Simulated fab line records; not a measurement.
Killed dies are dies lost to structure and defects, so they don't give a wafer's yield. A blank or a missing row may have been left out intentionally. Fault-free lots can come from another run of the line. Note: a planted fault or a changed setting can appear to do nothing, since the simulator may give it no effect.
A sampling plan put to the test	flow nand-harc	one line in one fab, 19 faults in these records, each fault weighed on the records of the lots it struck
The plan consists of the line's own looks: route steps at which the wafer is read by a gauge or an inspection but not changed. Where struck wafers have a number at a look and the file lists that look's usual mean and standard deviation on fault-free wafers, the look can be judged. Caught: at a look after the fault's first step, the mean of the struck wafers lies 4 or more of those standard deviations (sigma) from the usual mean. On the tool: the identical test, applied to the tool's own readings at the steps of the fault. Caught also covers a different recipe on the struck wafers, or a record left blank for those wafers only.

## THE FAULTS, as the simulator had put them in
1. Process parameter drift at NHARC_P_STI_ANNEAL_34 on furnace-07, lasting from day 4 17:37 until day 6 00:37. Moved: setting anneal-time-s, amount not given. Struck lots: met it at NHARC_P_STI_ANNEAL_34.
2. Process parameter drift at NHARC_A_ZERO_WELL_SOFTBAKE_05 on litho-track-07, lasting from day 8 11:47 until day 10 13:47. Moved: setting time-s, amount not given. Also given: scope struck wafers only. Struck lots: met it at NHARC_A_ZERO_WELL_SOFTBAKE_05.
3. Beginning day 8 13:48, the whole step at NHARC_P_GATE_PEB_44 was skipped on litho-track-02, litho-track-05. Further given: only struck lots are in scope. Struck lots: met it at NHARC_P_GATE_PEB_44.
4. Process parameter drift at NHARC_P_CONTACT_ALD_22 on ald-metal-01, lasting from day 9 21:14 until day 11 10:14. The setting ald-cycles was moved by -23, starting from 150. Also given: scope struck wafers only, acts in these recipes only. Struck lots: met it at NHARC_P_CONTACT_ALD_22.
5. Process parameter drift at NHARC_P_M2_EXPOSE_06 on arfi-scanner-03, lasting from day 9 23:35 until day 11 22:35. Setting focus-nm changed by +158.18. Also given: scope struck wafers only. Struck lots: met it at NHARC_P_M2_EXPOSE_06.
6. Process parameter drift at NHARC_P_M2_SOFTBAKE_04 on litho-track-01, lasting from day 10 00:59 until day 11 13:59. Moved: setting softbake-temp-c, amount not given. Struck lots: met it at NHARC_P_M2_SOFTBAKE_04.
7. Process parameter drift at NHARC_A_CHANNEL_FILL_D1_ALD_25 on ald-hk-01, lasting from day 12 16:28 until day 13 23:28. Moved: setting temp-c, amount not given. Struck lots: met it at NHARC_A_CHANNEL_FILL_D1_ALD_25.
8. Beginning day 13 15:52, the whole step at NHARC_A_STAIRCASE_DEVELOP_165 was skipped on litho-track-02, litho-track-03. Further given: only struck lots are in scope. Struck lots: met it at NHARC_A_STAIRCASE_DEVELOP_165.
9. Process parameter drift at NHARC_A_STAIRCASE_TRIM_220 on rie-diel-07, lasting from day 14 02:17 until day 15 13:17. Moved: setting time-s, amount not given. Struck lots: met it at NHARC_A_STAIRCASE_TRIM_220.
10. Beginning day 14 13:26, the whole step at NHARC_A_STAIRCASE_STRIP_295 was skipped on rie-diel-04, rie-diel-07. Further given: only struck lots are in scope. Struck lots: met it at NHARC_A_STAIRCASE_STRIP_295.
11. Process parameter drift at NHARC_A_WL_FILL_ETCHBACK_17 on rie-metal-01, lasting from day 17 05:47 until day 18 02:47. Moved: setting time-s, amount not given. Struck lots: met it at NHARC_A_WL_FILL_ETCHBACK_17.
12. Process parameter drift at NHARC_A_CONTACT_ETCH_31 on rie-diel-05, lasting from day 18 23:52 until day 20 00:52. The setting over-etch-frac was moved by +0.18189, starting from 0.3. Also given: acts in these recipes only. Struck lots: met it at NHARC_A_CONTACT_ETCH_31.
13. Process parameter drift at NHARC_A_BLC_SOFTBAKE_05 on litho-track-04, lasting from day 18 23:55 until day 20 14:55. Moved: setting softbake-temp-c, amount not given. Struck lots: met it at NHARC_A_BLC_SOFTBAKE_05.
14. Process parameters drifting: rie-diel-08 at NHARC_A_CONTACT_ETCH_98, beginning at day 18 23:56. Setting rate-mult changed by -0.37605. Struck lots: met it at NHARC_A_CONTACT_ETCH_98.
15. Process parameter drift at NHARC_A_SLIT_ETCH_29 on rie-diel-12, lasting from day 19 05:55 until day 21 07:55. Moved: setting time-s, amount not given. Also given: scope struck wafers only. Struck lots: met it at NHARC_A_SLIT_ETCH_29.
16. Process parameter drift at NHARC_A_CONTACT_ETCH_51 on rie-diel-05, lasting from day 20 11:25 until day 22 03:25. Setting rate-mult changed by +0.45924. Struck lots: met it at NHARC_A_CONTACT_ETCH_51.
17. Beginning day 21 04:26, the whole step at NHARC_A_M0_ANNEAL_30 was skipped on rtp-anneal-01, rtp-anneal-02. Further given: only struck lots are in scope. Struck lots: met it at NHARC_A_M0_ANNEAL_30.
18. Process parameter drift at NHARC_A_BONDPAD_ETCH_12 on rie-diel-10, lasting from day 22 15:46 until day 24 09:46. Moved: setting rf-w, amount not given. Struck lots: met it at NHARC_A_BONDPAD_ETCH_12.
19. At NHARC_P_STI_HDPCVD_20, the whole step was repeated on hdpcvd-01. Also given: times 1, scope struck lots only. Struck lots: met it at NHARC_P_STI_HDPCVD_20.

## WHAT THE PLAN SAW
fault	on the tool itself	first look that catches it	reading, sigma	median hours from its first step to that look	hours from the fault's start to the first struck lot there	judged looks passed uncaught
1	run-length-s -64 sigma	no look after it can be judged	-	-	-	0
2	heater-power-total-W +21 sigma	no look after it can be judged	-	-	-	0
3	the tool's record is blank for the struck wafers	no look after it can be judged	-	-	-	0
4	under 2 sigma	not the one look that can be judged after it	-	-	-	1
5	no reading that can be judged	NHARC_P_M2_CD_MEAS_09	cd-nm +59	0.1	10	0
6	heater-power-total-W -64 sigma	not the one look that can be judged after it	-	-	-	1
7	susceptor-temp-C -25 sigma	no look after it can be judged	-	-	-	0
8	the tool's record is blank for the struck wafers	no look after it can be judged	-	-	-	0
9	run-length-s -99 or beyond sigma	no look after it can be judged	-	-	-	0
10	the tool's record is blank for the struck wafers	not the one look that can be judged after it	strongest: killed-short at NHARC_END_SORT_01, +2.6	-	-	1
11	run-length-s -16 sigma	no look after it can be judged	-	-	-	0
12	under 2 sigma	no look after it can be judged	-	-	-	0
13	heater-power-total-W -99 or beyond sigma	not the one look that can be judged after it	-	-	-	1
14	oes-product-au -9.2 sigma	NHARC_END_SORT_01	killed-dies +58	49.9	82	1
15	run-length-s -29 sigma	no look after it can be judged	-	-	-	0
16	oes-product-au +32 sigma	not the one look that can be judged after it	-	-	-	1
17	the tool's record is blank for the struck wafers	NHARC_END_SORT_01	sort_bin_2_pct +6.4	41.2	49	0
18	rf-fwd-power-W +99 or beyond sigma	not the one look that can be judged after it	-	-	-	1
19	no reading that can be judged	not the one look that can be judged after it	-	-	-	1
A dash: this means the fault isn't caught or the number doesn't appear in these records.

Caught at a look: 3 of 19. Caught on the tool: 15 of 19. By one or the other: 16 of 19.
Caught on the tool alone: faults 1, 2, 3, 6, 7, 8, 9, 10, 11, 13, 15, 16, 18.
Caught at a look alone: fault 5.
Caught by neither: faults 4, 12, 19.

## THINNER SAMPLING
If the look that catches a fault measured only every second or every third lot, by lot number, the first struck lot would be measured this late in the worst case:
fault	struck lots at that look, in order of time	every lot	every second lot	every third lot
5	L713	10 h	may miss it	may miss it
14	L550	82 h	may miss it	may miss it
17	L243, L244	49 h	59 h	may miss all 2
Hours are from the fault's start to the first struck lot that is measured. The limit of 4 sigma was tested on all struck wafers together, so one lot alone may lie under it. Other struck lots may not be in these records.

## THE LONGEST TIMED WAY FROM STEP TO LOOK
Fault 14: the median time between NHARC_A_CONTACT_ETCH_98 and NHARC_END_SORT_01 is 49.9 hours. The look between them that can be judged stayed within 4 sigma: NHARC_A_CONTACT_CD_MEAS_15.
